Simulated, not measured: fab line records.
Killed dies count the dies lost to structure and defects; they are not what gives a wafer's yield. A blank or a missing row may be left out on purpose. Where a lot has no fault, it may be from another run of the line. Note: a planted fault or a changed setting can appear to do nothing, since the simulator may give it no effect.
Struck lot and sound lot, side by side    flow nandHarc    20 steps out of a route of 1302
Sound: these wafers, L202.3, L202.4, L202.5. The struck wafers were L212.3, L212.4, L212.5. The cause is given at the end.
At each step with rows: each side's tool, then ch and its chambers, then its first start. Under that, the readings that differ: sound wafers    struck wafers    difference of the means    sigmas: that difference in standard deviations of wafers without a fault.
alike: words and numbers the same on both sides, and readings whose means are apart by under 2 such deviations; not compared: readings that were withheld, readings missing a value for some wafer, numbers with overlapping values and no deviation given by the record, and bounds like >300 which may hide the same value.
Wherever a step has rows on one side only, a row that says differs or no value, or a row with sigmas, the two part there. Numbers that don't overlap but have no deviation are shown without sigmas and don't part them. Lack of a reading on every wafer of one side parts them only where that side has two or more wafers.

NHARC_A_BLC_CMP_25: polishes, t overpolish 30 s, target thk 150 nm.
  sound on cmp-04 ch 0,2,3, day 25 04:39; struck on cmp-03 ch 0,3, day 29 10:51
  alike: motorCurrentA, overpolishRunS, timeToEndpointS
then, 1 step without rows for these wafers: NHARC_A_BLC_SRD_27.
NHARC_A_BLC_INSPECT_28:
  struck on defectInspect-01, day 29 11:16; sound on defectInspect-02, day 25 05:02
  alike: rawDefectCount
then, 8 steps without rows for these wafers: NHARC_A_M0_DEP_00 (deposits SiOC, target thk 150 nm); NHARC_A_M0_DEHYDRATE_01 (time 120 s); NHARC_A_M0_HMDS_02 (time 30 s); NHARC_A_M0_COAT_33 (time 65 s); NHARC_A_M0_COAT_03 (resist thk 90 nm); NHARC_A_M0_SOFTBAKE_04 (time 55 s); NHARC_A_M0_EBR_05; NHARC_A_M0_EXPOSE_06 (exposes mask A M0, target cd 80 nm).
NHARC_A_M0_PEB_07: peb time 65 s.
  sound on lithoTrack-01 ch 0, day 25 05:43; struck on lithoTrack-04 ch 0, day 29 12:05
reading                sound                struck                difference  sigmas
heaterPowerTotalW (W)  156.3 156.0 156.7    168.6 168.8 168.0     +12.1       +28
plateTempC (C)         100.02 100.03 99.79  105.44 105.55 105.62  +5.59       +43
  alike: chillPlateTempC
then, 1 step without rows for these wafers: NHARC_A_M0_DEVELOP_08 (develop time 35 s).
NHARC_A_M0_CD_MEAS_09: target cd 80 nm.
  sound on cdSem-03 ch 0, day 25 05:49; struck on cdSem-03 ch 0, day 29 12:10
reading    sound           struck          difference  sigmas
cdNm (nm)  80.4 79.1 80.3  99.6 97.6 99.8  +19.1       +23
NHARC_A_M0_OVL_MEAS_10: pitch 160 nm.
  struck on overlay-02, day 29 12:15; sound on overlay-01, day 25 05:53
reading          sound        struck          difference  sigmas
overlayXNm (nm)  0.5 0.7 1.0  -1.3 -1.0 -1.2  -1.9        -2
  alike: overlayYNm
NHARC_A_M0_INSPECT_11:
  struck on defectInspect-02, day 29 12:17; sound on defectInspect-02, day 25 05:56
  alike: rawDefectCount
NHARC_A_M0_DESCUM_14: chemistry O2, time 3 s.
  sound on rieDiel-13 ch 0,1,2, day 25 06:00; struck on rieDiel-08 ch 0,3, day 29 12:21
reading               sound              struck             difference  sigmas
model.A_M0.cdNm (nm)  80.04 79.23 79.49  99.65 97.11 99.91  +19.30      
  alike: drypumpMotorCurrentA, o2FlowSccm, oesProductAu, rfVppV, showerheadPlenumPTorr, throttleValvePct
  not compared: rfHoursCounterH
NHARC_A_M0_ETCH_34: etches the open film in N2/H2, target depth 40 nm, overetch 12 nm, time 43.94 s.
  sound on rieDiel-13 ch 0,1,3, day 25 06:04; struck on rieDiel-08 ch 0,1, day 29 12:26
  alike: drypumpMotorCurrentA, oesProductAu, rfVppV, showerheadPlenumPTorr, throttleValvePct
  not compared: rfHoursCounterH
NHARC_A_M0_ETCH_15: etches the open film in C4F8/Ar, target depth 150 nm, overetch 15 nm, time 82.5 s.
  sound on rieDiel-13 ch 0,2,3; struck on rieDiel-08 ch 1,2
reading               sound              struck             difference  sigmas
model.A_M0.cdNm (nm)  80.28 79.89 79.25  99.67 97.67 100.5  +19.47      
  alike: oesProductAu, rfVppV
  not compared: rfHoursCounterH
NHARC_A_M0_CD_MEAS_16:
  struck on cdSem-03, day 29 12:39; sound on cdSem-01, day 25 06:17
reading    sound           struck            difference  sigmas
cdNm (nm)  79.9 79.8 79.2  100.1 97.8 100.5  +19.8       +18

## WHERE THEY PART
Earliest at NHARC_A_M0_PEB_07; latest, in this record, at NHARC_A_M0_CD_MEAS_16.

WHY: the cause the simulator had injected
Process parameters drifting: lithoTrack-04 at NHARC_A_M0_PEB_07, beginning at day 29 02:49. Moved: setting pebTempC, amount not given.
